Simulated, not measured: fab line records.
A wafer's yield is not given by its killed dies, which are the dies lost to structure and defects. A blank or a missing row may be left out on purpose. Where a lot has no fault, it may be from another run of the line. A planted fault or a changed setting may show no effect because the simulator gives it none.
Chamber matching -- flow nand_harc -- NHARC_A_BLC_STRIP_21 on rie_diel-01: 4 sister chambers
The step strips in O2. 24 wafers are shown with their chamber, then 12 later ones without.

== WAFERS PAIRED WITH THEIR CHAMBERS ==
wafer,chamber,showerhead_plenum_p_Torr (Torr),drypump_motor_current_A (A),oes_product_au (a.u.)
L074.1,0,3.45,6.1,1.024
L074.2,1,3.56,6.6,1.012
L074.5,3,3.58,5.6,0.986
L075.1,1,3.56,6.6,0.999
L075.2,3,3.58,5.6,0.991
L075.6,3,3.58,5.6,0.986
L078.2,1,3.55,6.6,1.014
L078.3,2,3.43,6.2,0.993
L078.6,3,3.58,5.6,0.988
L081.2,0,3.45,6.1,1.009
L081.3,2,3.43,6.2,0.994
L081.4,1,3.55,6.7,1.003
L079.2,1,3.55,6.6,1.003
L079.4,2,3.43,6.2,0.995
L079.5,3,3.58,5.6,1.006
L082.1,2,3.43,6.2,0.999
L082.2,3,3.58,5.6,1.003
L082.5,0,3.45,6.1,1.004
L083.3,1,3.55,6.6,0.998
L083.4,0,3.45,6.1,1.005
L083.6,2,3.43,6.2,1.007
L084.4,0,3.45,6.1,1.013
L084.5,3,3.58,5.6,1.011
L084.6,2,3.43,6.2,1.021

SIGNATURES (means of the wafers above)
reading,chamber 0,chamber 1,chamber 2,chamber 3,scatter within a chamber
showerhead_plenum_p_Torr,3.4500,3.5533,3.4300,3.5800,0.00258
drypump_motor_current_A,6.100,6.617,6.200,5.600,0.0204
oes_product_au,1.01100,1.00483,1.00150,0.99586,0.00931
Rule: a wafer lies at a distance from a chamber equal to the root of the sum of squares, over the readings, of (its reading less the chamber's mean, divided by the reading's scatter). The wafer belongs to the nearest chamber; if the next one is less than 2 further off, it can't be placed. The scatter is the square root of a quotient: the sum, over the shown wafers, of each reading's squared deviation from its chamber's mean, divided by wafers minus chambers.

== WAFERS MISSING THEIR CHAMBER ==
wafer,showerhead_plenum_p_Torr (Torr),drypump_motor_current_A (A),oes_product_au (a.u.)
L086.3,3.55,6.6,0.995
L086.4,3.45,6.1,1.006
L086.5,3.45,6.1,1.014
L088.3,3.55,6.6,1.003
L088.5,3.58,5.6,0.992
L088.6,3.43,6.2,0.989
L091.1,3.44,6.1,1.022
L091.3,3.43,6.2,0.995
L091.4,3.55,6.6,0.997
L094.3,3.57,5.6,1.006
L094.4,3.44,6.1,1.007
L094.6,3.43,6.3,0.997

== CHAMBER TAKEN BY EACH ==
wafer,from the rows above,in truth
L086.3,1,1
L086.4,0,0
L086.5,0,0
L088.3,1,1
L088.5,3,3
L088.6,2,2
L091.1,0,0
L091.3,2,2
L091.4,1,1
L094.3,3,3
L094.4,0,0
L094.6,2,2
12 of 12 placed correctly. Not placeable from these rows: 0. Placed wrongly: 0.
